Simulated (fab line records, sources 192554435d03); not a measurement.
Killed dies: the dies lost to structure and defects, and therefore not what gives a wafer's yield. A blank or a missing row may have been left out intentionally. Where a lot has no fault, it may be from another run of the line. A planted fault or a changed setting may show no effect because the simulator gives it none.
fab line records + flow n5Finfet
[record]
- lots = 7
- wafers = 21
- lastDay = 17
route steps=1938 shown BEOL_M13@1701
lots untouched by any fault: they come from a run of this same line in which no faults occurred
startH: hours from the record's opening day to when the first of the lot's shown wafers began + waitH: hours from the lot's prior step to this one + " as in the row above + L1.1+2: a single row standing in for several wafers + - no value, or no start given + * or withheld: withheld + < > ~ a bound
route shown NAME@n: a module of which the file shows steps, and the number in the route of the first + usual: mean/standard deviation of fault-free wafers + same: alike in all rows + chamber/n: place in a boat + sites: each site's reading + _std_site: the standard deviation of these + _edge_site: outer sites' mean less inner sites' + radiusMm: how far each site lies from the wafer's centre + mask NAME#n: copy n + behind: the last tool/chamber to shape the wafer + hold: the reason the lot was held/the length of the hold in hours/how it ended + device: names the non-switching transistor (n, p or np) + end of line: tests of these same wafers at the route's end + a step given without rows: its recipe and nothing more + killed: dies that structure and defects cost at the first sort, which is not the same as the wafer's yield + map: a wafer's dies, x killed, . not, _ none there
set.NAME: the run value of the setting; set.NAME@STEP: its run value at that earlier step + model.NAME: the simulator's own value behind a step, which no gauge read
lots at some steps of the route; a table a step, a row a wafer
services: a tool's chamber out of use, with start hour (startH, from the record's first day; less than 0 if before it), hours out, and reason
[[steps]]
[step N5_BEOL_M13_PRECLEAN_39]
[recipe]
- chemistry = residueRemover
- timeS = 60
- tempC = 40
[step N5_BEOL_M13_SRD_40]
[recipe]
- timeS = 30
- tempC = 23
- rinseLiquid = diw
- dry = n2Spin
- spinRpm = 1500
- dryTimeS = 30
[step N5_BEOL_M13_DEGAS_41]
[recipe]
- ambient = vacuum
- tempC = 250
- timeS = 60
[usual]
- heaterPowerW = 324/38
[same]
- timeS = 60
| lot.wafer | tool          | chamber | startH | waitH | heaterPowerW |
|-----------|---------------|---------|--------|-------|--------------|
| L709.3    | pvdSputter-02 | -       | 248.19 | 0.2   | 354          |
| L709.4    | "             | -       | "      | "     | 287          |
| L709.6    | "             | -       | "      | "     | 351          |
| L707.1    | pvdSputter-02 | -       | 250.67 | 0.3   | 360          |
| L707.4    | "             | -       | "      | "     | 378          |
| L707.6    | "             | -       | "      | "     | 374          |
| L718.4    | pvdSputter-01 | -       | 329.41 | 0.0   | 323          |
| L718.5    | "             | -       | "      | "     | 319          |
| L718.6    | "             | -       | "      | "     | 351          |
| L719.1    | pvdSputter-02 | -       | 329.79 | 0.4   | 286          |
| L719.2    | "             | -       | "      | "     | 258          |
| L719.4    | "             | -       | "      | "     | 354          |
| L724.1    | pvdSputter-01 | -       | 330.25 | 0.4   | 322          |
| L724.4    | "             | -       | "      | "     | 343          |
| L724.5    | "             | -       | "      | "     | 340          |
| L720.1    | pvdSputter-01 | -       | 333.21 | 0.0   | 314          |
| L720.2    | "             | -       | "      | "     | 332          |
| L720.6    | "             | -       | "      | "     | 345          |
| L729.1    | pvdSputter-03 | -       | 380.82 | 0.3   | 271          |
| L729.3    | "             | -       | "      | "     | 275          |
| L729.4    | "             | -       | "      | "     | 388          |
[step N5_BEOL_M13_PRE_CLEAN_42]
[recipe]
- gas = H2/He
- timeS = 30
- tempC = 250
[step N5_BEOL_M13_SPUTTER_43]
[recipe]
- material = TaN
- targetThkA = 150
- tempC = 50
- biasV = 168.6
- powerW = 15000
- chamberPressurePa = 0.12
- timeS = 24.19
[step N5_BEOL_M13_SPUTTER_44]
[recipe]
- material = Ta
- targetThkA = 100
- tempC = 50
- biasV = 80
- powerW = 15000
- chamberPressurePa = 0.07
- timeS = 16.13
[usual]
- throttleValvePct = 30.1/0.65
[same]
- timeS = 16.13
| lot.wafer | tool          | chamber | startH | waitH | throttleValvePct |
|-----------|---------------|---------|--------|-------|------------------|
| L709.3    | pvdSputter-02 | -       | 248.35 | 0.0   | 30.2             |
| L709.4    | "             | -       | "      | "     | 30.7             |
| L709.6    | "             | -       | "      | "     | 30.2             |
| L707.1    | pvdSputter-02 | -       | 250.83 | 0.0   | 30.2             |
| L707.4    | "             | -       | "      | "     | 29.0             |
| L707.6    | "             | -       | "      | "     | 29.2             |
| L718.4    | pvdSputter-01 | -       | 329.57 | 0.0   | 30.6             |
| L718.5    | "             | -       | "      | "     | 30.7             |
| L718.6    | "             | -       | "      | "     | 29.8             |
| L719.1    | pvdSputter-02 | -       | 329.95 | 0.0   | 30.6             |
| L719.2    | "             | -       | "      | "     | 30.0             |
| L719.4    | "             | -       | "      | "     | 30.1             |
| L724.1    | pvdSputter-01 | -       | 330.41 | 0.0   | 30.4             |
| L724.4    | "             | -       | "      | "     | 30.1             |
| L724.5    | "             | -       | "      | "     | 29.6             |
| L720.1    | pvdSputter-01 | -       | 333.37 | 0.0   | 30.9             |
| L720.2    | "             | -       | "      | "     | 30.6             |
| L720.6    | "             | -       | "      | "     | 29.9             |
| L729.1    | pvdSputter-03 | -       | 380.98 | 0.0   | 30.5             |
| L729.3    | "             | -       | "      | "     | 30.6             |
| L729.4    | "             | -       | "      | "     | 30.4             |
[step N5_BEOL_M13_SPUTTER_45]
[recipe]
- material = Cu
- targetThkA = 800
- tempC = -20
- biasV = 60
- powerW = 26000
- chamberPressurePa = 0.13
- timeS = 13.33
[usual]
- throttleValvePct = 30.1/0.64
[same]
- timeS = 13.33
| lot.wafer | tool          | chamber | startH | waitH | throttleValvePct |
|-----------|---------------|---------|--------|-------|------------------|
| L709.3    | pvdSputter-02 | -       | 248.43 | 0.0   | 30.0             |
| L709.4    | "             | -       | "      | "     | 31.1             |
| L709.6    | "             | -       | "      | "     | 30.0             |
| L707.1    | pvdSputter-02 | -       | 250.91 | 0.0   | 30.3             |
| L707.4    | "             | -       | "      | "     | 29.2             |
| L707.6    | "             | -       | "      | "     | 29.0             |
| L718.4    | pvdSputter-01 | -       | 329.65 | 0.0   | 30.7             |
| L718.5    | "             | -       | "      | "     | 30.7             |
| L718.6    | "             | -       | "      | "     | 29.9             |
| L719.1    | pvdSputter-02 | -       | 330.03 | 0.0   | 30.7             |
| L719.2    | "             | -       | "      | "     | 30.4             |
| L719.4    | "             | -       | "      | "     | 30.3             |
| L724.1    | pvdSputter-01 | -       | 330.49 | 0.0   | 30.6             |
| L724.4    | "             | -       | "      | "     | 30.0             |
| L724.5    | "             | -       | "      | "     | 29.9             |
| L720.1    | pvdSputter-01 | -       | 333.45 | 0.0   | 30.3             |
| L720.2    | "             | -       | "      | "     | 30.6             |
| L720.6    | "             | -       | "      | "     | 30.0             |
| L729.1    | pvdSputter-03 | -       | 381.06 | 0.0   | 30.3             |
| L729.3    | "             | -       | "      | "     | 30.7             |
| L729.4    | "             | -       | "      | "     | 30.7             |
[step N5_BEOL_M13_ECD_47]
[recipe]
- material = Cu
- targetThkA = 9360
[step N5_BEOL_M13_ANNEAL_48]
[recipe]
- tempC = 225
- timeS = 90
- ambient = N2
[usual]
- annealTempCMax = 226.6/0.35
- wafer_temp_C_max = 226.07/0.24
[same]
- timeS = 90
| lot.wafer | tool         | chamber | startH | waitH | annealTempCMax | wafer_temp_C_max |
|-----------|--------------|---------|--------|-------|----------------|------------------|
| L709.3    | rtpAnneal-01 | 0       | 248.80 | 0.2   | 226.5          | 225.96           |
| L709.4    | "            | 0       | "      | "     | 226.0          | 225.94           |
| L709.6    | "            | 0       | "      | "     | 226.5          | 225.97           |
| L707.1    | rtpAnneal-02 | 0       | 251.40 | 0.3   | 226.4          | 226.01           |
| L707.4    | "            | 0       | "      | "     | 226.3          | 226.23           |
| L707.6    | "            | 0       | "      | "     | 226.1          | 226.07           |
| L718.4    | rtpAnneal-02 | 0       | 330.30 | 0.4   | 226.5          | 226.47           |
| L718.5    | "            | 0       | "      | "     | 226.6          | 226.44           |
| L718.6    | "            | 0       | "      | "     | 226.5          | 226.52           |
| L719.1    | rtpAnneal-02 | 0       | 330.88 | 0.7   | 226.2          | 226.20           |
| L719.2    | "            | 0       | "      | "     | 226.6          | 225.81           |
| L719.4    | "            | 0       | "      | "     | 226.4          | 226.31           |
| L724.1    | rtpAnneal-01 | 0       | 331.50 | 0.9   | 226.8          | 226.05           |
| L724.4    | "            | 0       | "      | "     | 226.7          | 226.58           |
| L724.5    | "            | 0       | "      | "     | 226.5          | 226.22           |
| L720.1    | rtpAnneal-01 | 0       | 333.73 | 0.1   | 227.2          | 225.76           |
| L720.2    | "            | 0       | "      | "     | 226.2          | 225.93           |
| L720.6    | "            | 0       | "      | "     | 226.7          | 225.96           |
| L729.1    | rtpAnneal-02 | 0       | 381.49 | 0.3   | 226.4          | 226.23           |
| L729.3    | "            | 0       | "      | "     | 226.9          | 226.12           |
| L729.4    | "            | 0       | "      | "     | 227.1          | 226.49           |
[step N5_BEOL_M13_CMP_49]
[recipe]
- stopOn = SiOC
- tOverpolishS = 17.1
- downForcePsi = 1
- platenRpm = 50
- clearingPlatenDownForcePsi = 1.5
- clearingPlatenRpm = 50
- postCmpClean = cuAlkaline
- targetThkNm = 420
- clearingPlatenPadVelocityMS = 0.99484
- padVelocityMS = 0.99484
[usual]
- barrierFieldEndpointS = 30.4/0.81
- motorCurrentA = 5.9/0.59
- overpolishRunS = 17.100/0.0089
| lot.wafer | tool   | chamber | startH | waitH | barrierFieldEndpointS | motorCurrentA | overpolishRunS |
|-----------|--------|---------|--------|-------|-----------------------|---------------|----------------|
| L709.3    | cmp-01 | 2       | 249.01 | 0.2   | 29.9                  | 6.2           | 17.090         |
| L709.4    | "      | 1       | "      | "     | 30.6                  | 5.9           | 17.112         |
| L709.6    | "      | 2       | "      | "     | 29.5                  | 6.0           | 17.102         |
| L707.1    | cmp-04 | 2       | 251.71 | 0.3   | 31.3                  | 5.9           | 17.098         |
| L707.4    | "      | 1       | "      | "     | 29.4                  | 6.1           | 17.112         |
| L707.6    | "      | 3       | "      | "     | 29.7                  | 4.8           | 17.095         |
| L718.4    | cmp-03 | 2       | 330.57 | 0.2   | 29.7                  | 7.0           | 17.109         |
| L718.5    | "      | 3       | "      | "     | 30.4                  | 7.3           | 17.079         |
| L718.6    | "      | 0       | "      | "     | 29.5                  | 5.6           | 17.108         |
| L719.4    | cmp-04 | 3       | 331.18 | 0.1   | 30.1                  | 4.5           | 17.103         |
| L719.1    | "      | 0       | "      | "     | 30.6                  | 5.5           | 17.088         |
| L719.2    | "      | 2       | "      | "     | 30.7                  | 5.8           | 17.109         |
| L724.1    | cmp-04 | 3       | 331.89 | 0.3   | 29.1                  | 4.8           | 17.089         |
| L724.4    | "      | 0       | "      | "     | 29.3                  | 5.9           | 17.109         |
| L724.5    | "      | 2       | "      | "     | 29.9                  | 6.0           | 17.102         |
| L720.2    | cmp-01 | 3       | 334.02 | 0.2   | 31.5                  | 6.1           | 17.094         |
| L720.1    | "      | 0       | "      | "     | 31.3                  | 5.4           | 17.101         |
| L720.6    | "      | 3       | "      | "     | 31.9                  | 5.8           | 17.110         |
| L729.1    | cmp-03 | 3       | 381.79 | 0.3   | 30.0                  | 7.0           | 17.097         |
| L729.4    | "      | 0       | "      | "     | 30.5                  | 5.7           | 17.087         |
| L729.3    | "      | 1       | "      | "     | 30.4                  | 7.0           | 17.099         |
[step N5_BEOL_M13_THK_MEAS_50]
[recipe]
- thkMeasGauge = xrf
- reads = Cu_of_BEOL_M13_ECD_47
[usual]
- M13_THK = 417/7.7
| lot.wafer | tool         | chamber | startH | waitH | M13_THK[nm] |
|-----------|--------------|---------|--------|-------|-------------|
| L709.3    | filmMetro-01 | -       | 249.30 | -     | 420         |
| L709.4    | "            | -       | "      | "     | 424         |
| L709.6    | "            | -       | "      | "     | 414         |
| L707.1    | filmMetro-02 | -       | 252.01 | -     | 426         |
| L707.4    | "            | -       | "      | "     | 415         |
| L707.6    | "            | -       | "      | "     | 423         |
| L718.4    | filmMetro-02 | -       | 330.76 | -     | 412         |
| L718.5    | "            | -       | "      | "     | 411         |
| L718.6    | "            | -       | "      | "     | 407         |
| L719.1    | filmMetro-02 | -       | 331.48 | -     | 420         |
| L719.2    | "            | -       | "      | "     | 420         |
| L719.4    | "            | -       | "      | "     | 416         |
| L724.1    | filmMetro-02 | -       | 332.11 | -     | 419         |
| L724.4    | "            | -       | "      | "     | 423         |
| L724.5    | "            | -       | "      | "     | 424         |
| L720.1    | filmMetro-02 | -       | 334.32 | -     | 417         |
| L720.2    | "            | -       | "      | "     | 438         |
| L720.6    | "            | -       | "      | "     | 420         |
| L729.1    | filmMetro-01 | -       | 382.09 | -     | 406         |
| L729.3    | "            | -       | "      | "     | 411         |
| L729.4    | "            | -       | "      | "     | 414         |
[step N5_BEOL_M13_PRE_CLEAN_52]
[recipe]
- gas = NH3
- timeS = 15
- tempC = withheld
- rfPowerW = 300
[step N5_BEOL_M13_DEP_53]
[recipe]
- material = SiCN
- targetThkA = 500
- tempC = withheld
- precursor = 3MS/NH3
- pressureTorr = 3
- rfW = 675
- timeS = 17.8
[usual]
- showerheadPlenumPTorr = 4.159/0.026
- throttleValvePct = 18.3/0.7
| lot.wafer | tool     | chamber | startH | waitH | showerheadPlenumPTorr | throttleValvePct | model.SiCN_of_BEOL_M13_DEP_53.thkNm |
|-----------|----------|---------|--------|-------|-----------------------|------------------|-------------------------------------|
| L709.3    | pecvd-04 | 0       | 249.39 | 0.0   | 4.123                 | 18.4             | 50.2                                |
| L709.4    | "        | 1       | "      | "     | 4.186                 | 18.0             | 50                                  |
| L709.6    | "        | 1       | "      | "     | 4.187                 | 18.2             | 51.2                                |
| L707.1    | pecvd-02 | 2       | 252.07 | 0.0   | 4.194                 | 16.7             | 49.4                                |
| L707.4    | "        | 0       | "      | "     | 4.202                 | 17.2             | 50.4                                |
| L707.6    | "        | 1       | "      | "     | 4.146                 | 19.1             | 50.2                                |
| L718.4    | pecvd-04 | 1       | 330.84 | 0.0   | 4.192                 | 17.8             | 50.6                                |
| L718.5    | "        | 0       | "      | "     | 4.137                 | 18.7             | 29.8                                |
| L718.6    | "        | 2       | "      | "     | 4.133                 | 19.0             | 50.2                                |
| L719.1    | pecvd-04 | 1       | 331.54 | 0.0   | 4.194                 | 17.6             | 49.8                                |
| L719.2    | "        | 0       | "      | "     | 4.126                 | 18.4             | 28.4                                |
| L719.4    | "        | 1       | "      | "     | 4.194                 | 18.0             | 49.6                                |
| L724.1    | pecvd-03 | 2       | 332.18 | 0.0   | 4.154                 | 17.7             | 49                                  |
| L724.4    | "        | 1       | "      | "     | 4.157                 | 18.9             | 49.8                                |
| L724.5    | "        | 1       | "      | "     | 4.173                 | 18.5             | 50.4                                |
| L720.1    | pecvd-04 | 2       | 334.38 | 0.0   | 4.144                 | 18.9             | 48.8                                |
| L720.2    | "        | 0       | "      | "     | 4.120                 | 18.5             | 28.6                                |
| L720.6    | "        | 0       | "      | "     | 4.127                 | 18.5             | 28.8                                |
| L729.1    | pecvd-02 | 1       | 382.15 | 0.0   | 4.145                 | 19.3             | 49.4                                |
| L729.3    | "        | 2       | "      | "     | 4.189                 | 17.4             | 48.2                                |
| L729.4    | "        | 2       | "      | "     | 4.170                 | 17.2             | 48.6                                |
[step N5_BEOL_M13_RS_MEAS_54]
[recipe]
- thkMeasGauge = four-point-probe
- reads = Cu_of_BEOL_M13_ECD_47+Ta_of_BEOL_M13_SPUTTER_44+TaN_of_BEOL_M13_SPUTTER_43
[usual]
- M13_RS = 0.0447/0.00062
| lot.wafer | tool         | chamber | startH | waitH | M13_RS[ohm/sq] |
|-----------|--------------|---------|--------|-------|----------------|
| L709.3    | filmMetro-01 | -       | 249.46 | 0.1   | 0.0436         |
| L709.4    | "            | -       | "      | "     | 0.0429         |
| L709.6    | "            | -       | "      | "     | 0.0444         |
| L707.1    | filmMetro-01 | -       | 252.14 | 0.0   | 0.0440         |
| L707.4    | "            | -       | "      | "     | 0.0451         |
| L707.6    | "            | -       | "      | "     | 0.0443         |
| L718.4    | filmMetro-01 | -       | 330.89 | 0.0   | 0.0450         |
| L718.5    | "            | -       | "      | "     | 0.0452         |
| L718.6    | "            | -       | "      | "     | 0.0456         |
| L719.1    | filmMetro-01 | -       | 331.61 | 0.0   | 0.0446         |
| L719.2    | "            | -       | "      | "     | 0.0447         |
| L719.4    | "            | -       | "      | "     | 0.0450         |
| L724.1    | filmMetro-01 | -       | 332.27 | 0.1   | 0.0453         |
| L724.4    | "            | -       | "      | "     | 0.0449         |
| L724.5    | "            | -       | "      | "     | 0.0448         |
| L720.1    | filmMetro-02 | -       | 334.45 | 0.0   | 0.0449         |
| L720.2    | "            | -       | "      | "     | 0.0430         |
| L720.6    | "            | -       | "      | "     | 0.0451         |
| L729.1    | filmMetro-02 | -       | 382.21 | 0.0   | 0.0452         |
| L729.3    | "            | -       | "      | "     | 0.0449         |
| L729.4    | "            | -       | "      | "     | 0.0444         |
[[services]]
| tool     | chamber | startH | hours | kind                          |
|----------|---------|--------|-------|-------------------------------|
| cmp-04   | -       | 225.62 | 4.0   | pm                            |
| cmp-04   | -       | 229.62 | -     | consumableReplace:conditioner |
| cmp-04   | -       | 229.62 | -     | consumableReplace:pad         |
| pecvd-04 | 0       | 233.51 | 2.1   | scheduledDown                 |
| pecvd-04 | 1       | 236.22 | 5.5   | scheduledDown                 |
| pecvd-04 | 2       | 241.68 | 16.5  | scheduledDown                 |
| cmp-03   | -       | 245.88 | 0.4   | repair                        |
| cmp-04   | -       | 264.91 | 0.9   | repair                        |
| cmp-01   | -       | 265.48 | 1.2   | repair                        |
| pecvd-04 | 1       | 277.93 | 6.6   | repair                        |
| pecvd-03 | -       | 288.28 | 0.2   | repair                        |
| pecvd-04 | 2       | 290.08 | 10.2  | scheduledDown                 |
| pecvd-02 | 1       | 297.77 | 2.1   | scheduledDown                 |
| pecvd-03 | -       | 308.06 | 5.5   | pm                            |
| pecvd-02 | -       | 314.19 | 0.9   | repair                        |
| cmp-04   | -       | 316.35 | 4.8   | pm                            |
| pecvd-03 | 0       | 320.82 | 12.4  | repair                        |
| cmp-01   | -       | 327.64 | 3.1   | repair                        |
| cmp-04   | -       | 337.47 | 0.8   | repair                        |
| pecvd-04 | -       | 348.77 | 4.3   | pm                            |
| cmp-01   | -       | 350.40 | 4.0   | pm                            |
| cmp-01   | -       | 354.40 | -     | consumableReplace:conditioner |
| cmp-01   | -       | 354.40 | -     | consumableReplace:pad         |
| cmp-01   | -       | 379.13 | 1.4   | repair                        |
[[key]]
firstSign none at tools or gauges
[modelEffect]
- step = N5_BEOL_M13_DEP_53
- value = SiCN_of_BEOL_M13_DEP_53.thkNm
- without = 49.7
- struck = 28.9
metAt N5_BEOL_M13_DEP_53
struckWafers L718.5,L719.2,L720.2,L720.6
onsetBetween 249.39 330.84
[fault]
- kind = processParameterDrift
- tool = pecvd-04
- chamber = 0
- onsetH = 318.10
- steps = N5_BEOL_M13_DEP_53
- channel = timeS
- offset = *
- shape = step
- endH = 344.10
- actsIn = *
- stated = *
